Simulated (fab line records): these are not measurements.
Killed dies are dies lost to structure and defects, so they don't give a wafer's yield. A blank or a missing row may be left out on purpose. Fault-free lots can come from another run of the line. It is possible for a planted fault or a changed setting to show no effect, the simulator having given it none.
Matching of chambers | flow n5Finfet | pecvd-02 running N5_MIM_TOP_ETCH_PECVD_03: 3 sister chambers
The step deposits SiNx from SiH4/NH3/N2, target thk 20 nm, time 17.6 s. 14 wafers are shown with their chamber, then 7 later ones without.

== WAFERS PAIRED WITH THEIR CHAMBERS ==
wafer  | chamber | showerheadPlenumPTorr (Torr) | throttleValvePct (%) | heaterPowerW (W)
L110.2 | 2       | 5.10                         | 39.9                 | 728
L110.3 | 1       | 5.12                         | 38.5                 | 749
L110.6 | 0       | 5.21                         | 39.3                 | 744
L111.1 | 2       | 5.11                         | 40.1                 | 630
L111.4 | 0       | 5.21                         | 39.0                 | 790
L111.5 | 1       | 5.12                         | 38.7                 | 639
L109.4 | 0       | 5.20                         | 39.2                 | 840
L109.5 | 2       | 5.10                         | 40.6                 | 676
L109.6 | 1       | 5.12                         | 38.8                 | 656
L107.1 | 0       | 5.21                         | 39.3                 | 845
L107.4 | 0       | 5.19                         | 38.8                 | 874
L107.5 | 2       | 5.11                         | 40.4                 | 706
L114.2 | 1       | 5.12                         | 38.6                 | 646
L114.3 | 2       | 5.10                         | 40.5                 | 734

SIGNATURES (averages over the wafers above)
reading               | chamber 0 | chamber 1 | chamber 2 | scatter within a chamber
showerheadPlenumPTorr | 5.2040    | 5.1200    | 5.1040    | 0.00632
throttleValvePct      | 39.120    | 38.650    | 40.300    | 0.229
heaterPowerW          | 818.60    | 672.50    | 694.80    | 48.5
Rule: a wafer lies at a distance from a chamber equal to the root of the sum of squares, over the readings, of (its reading less the chamber's mean, divided by the reading's scatter). If the next closest chamber is less than 2 further off than the closest, the wafer can't be placed; otherwise it belongs to the closest. The scatter is the square root of a quotient: the sum, over the shown wafers, of each reading's squared deviation from its chamber's mean, divided by wafers minus chambers.

== WAFERS WITH NO CHAMBER GIVEN ==
wafer  | showerheadPlenumPTorr (Torr) | throttleValvePct (%) | heaterPowerW (W)
L114.5 | 5.10                         | 40.4                 | 740
L123.2 | 5.09                         | 40.8                 | 647
L123.3 | 5.20                         | 39.0                 | 896
L123.4 | 5.20                         | 39.0                 | 896
L126.2 | 5.21                         | 39.2                 | 903
L126.4 | 5.20                         | 39.1                 | 876
L126.6 | 5.11                         | 38.7                 | 741

== EACH ONE'S CHAMBER ==
wafer  | from the rows above | in truth
L114.5 | 2                   | 2
L123.2 | 2                   | 2
L123.3 | 0                   | 0
L123.4 | 0                   | 0
L126.2 | 0                   | 0
L126.4 | 0                   | 0
L126.6 | 1                   | 1
Correctly placed: 7 of 7. From these rows, 0 cannot be placed. 0 placed wrongly.
